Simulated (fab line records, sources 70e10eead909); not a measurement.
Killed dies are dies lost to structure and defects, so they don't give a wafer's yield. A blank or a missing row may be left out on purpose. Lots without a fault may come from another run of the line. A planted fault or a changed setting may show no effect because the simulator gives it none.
A struck lot beside a sound one | flow nand_harc | 17 steps out of a route of 1302
Sound: wafers L861.1, L861.3, L861.4. Struck: wafers L854.2, L854.4, L854.5. The cause comes at the end.
At each step with rows: each side's tool, then ch and its chambers, then its first start. Under that, the readings that differ: sound wafers | struck wafers | difference of the means | sigmas: that difference in standard deviations of wafers without a fault.
alike: readings whose means differ by less than 2 such deviations, and words and numbers that are the same on both sides. not compared: withheld readings, readings that some wafer has no value for, bounds like >300 that may hide the same value, and numbers for which the record gives no deviation and whose values overlap.
The two part at a step that has a row with sigmas, a row that says differs or no value, or rows on one side only. Numbers that don't overlap but have no deviation are shown without sigmas and don't part them. A reading that every wafer of one side lacks parts them only if that side has two wafers or more.

first, 1 step without rows for these wafers: NHARC_A_BONDPAD_HARDBAKE_10 (time 65 s).
NHARC_A_BONDPAD_DESCUM_11: chemistry O2, time 3 s.
  sound on rie_diel-04 ch 1,2,3, day 30 07:32; struck on rie_diel-04 ch 0,2,3, day 28 03:32
  alike: drypump_motor_current_A, o2_flow_sccm, oes_product_au, rf_vpp_V, showerhead_plenum_p_Torr, throttle_valve_pct
  not compared: rf_hours_counter_h
NHARC_A_BONDPAD_ETCH_34: etches the open film in N2/H2, target depth 60 nm, overetch 18 nm, time 65.91 s.
  sound on rie_diel-04 ch 0,1,3, day 30 07:37; struck on rie_diel-04 ch 0,2, day 28 03:38
  alike: bias_w, drypump_motor_current_A, oes_product_au, rf_vpp_V, showerhead_plenum_p_Torr, throttle_valve_pct
  not compared: rf_hours_counter_h
then, 1 step without rows for these wafers: NHARC_A_BONDPAD_ETCH_12 (etches the open film in CHF3/O2, target depth 220 nm, time 110 s).
NHARC_A_BONDPAD_CD_MEAS_13:
  sound on cd_sem-01, day 30 07:50; struck on cd_sem-03, day 28 03:54
  alike: cd_nm
NHARC_A_BONDPAD_STRIP_15: strips in O2.
  sound on rie_diel-03 ch 0,2,3, day 30 07:55; struck on rie_diel-04 ch 2,3, day 28 03:59
  alike: drypump_motor_current_A, o2_flow_sccm, oes_product_au, rf_vpp_V, showerhead_plenum_p_Torr, throttle_valve_pct
  not compared: rf_hours_counter_h
then, 4 steps without rows for these wafers: NHARC_A_BONDPAD_ETCH_24 (etches the open film in CF4/N2, target depth 30 nm, time 72.99 s); NHARC_A_BONDPAD_STRIP_16 (strips in post etch residue remover, time 600 s); NHARC_A_BONDPAD_DEGAS_25 (time 60 s); NHARC_A_BONDPAD_PRE_CLEAN_26 (time 30 s).
NHARC_A_BONDPAD_PVD_17: deposits TaN, target thk 5 nm, time 8.06 s.
  sound on pvd_sputter-02; struck on pvd_sputter-03
  alike: throttle_valve_pct
then, 1 step without rows for these wafers: NHARC_A_BONDPAD_PVD_27 (deposits Cu, target thk 30 nm, time 20.49 s).
NHARC_A_BONDPAD_ECD_18: material Cu, target thk 400 nm.
  sound on ecd_cu-01 ch 0,1, day 30 08:52; struck on ecd_cu-02 ch 0, day 28 05:03
  no value came back on the struck wafers for bath_heat_duty_pct (%), bath_temp_c (C); on the sound wafers bath_heat_duty_pct (%) reads 5.8 6.2 7.4
NHARC_A_BONDPAD_ANNEAL_28: time 90 s.
  sound on rtp_anneal-01 ch 0, day 30 09:14; struck on rtp_anneal-01 ch 0, day 28 05:26
  alike: wafer_temp_C_max
then, 1 step without rows for these wafers: NHARC_A_BONDPAD_CMP_19 (polishes, t overpolish 30 s, cu recess touch 16 s, target thk 169.82 nm).
NHARC_A_BONDPAD_THK_MEAS_20: measures by xrf.
  sound on film_metro-01, day 30 09:55; struck on film_metro-02, day 28 06:04
  reading     | sound             | struck         | difference | sigmas
  thk_nm (nm) | 168.1 169.5 168.1 | 29.1 29.2 29.9 | -139.2     | -93
then, 1 step without rows for these wafers: NHARC_A_BONDPAD_SRD_21 (time 30 s, dry time 20 s).

WHERE THEY PART
First at NHARC_A_BONDPAD_ECD_18; last, within this record, at NHARC_A_BONDPAD_THK_MEAS_20.

WHY: what the simulator had put in
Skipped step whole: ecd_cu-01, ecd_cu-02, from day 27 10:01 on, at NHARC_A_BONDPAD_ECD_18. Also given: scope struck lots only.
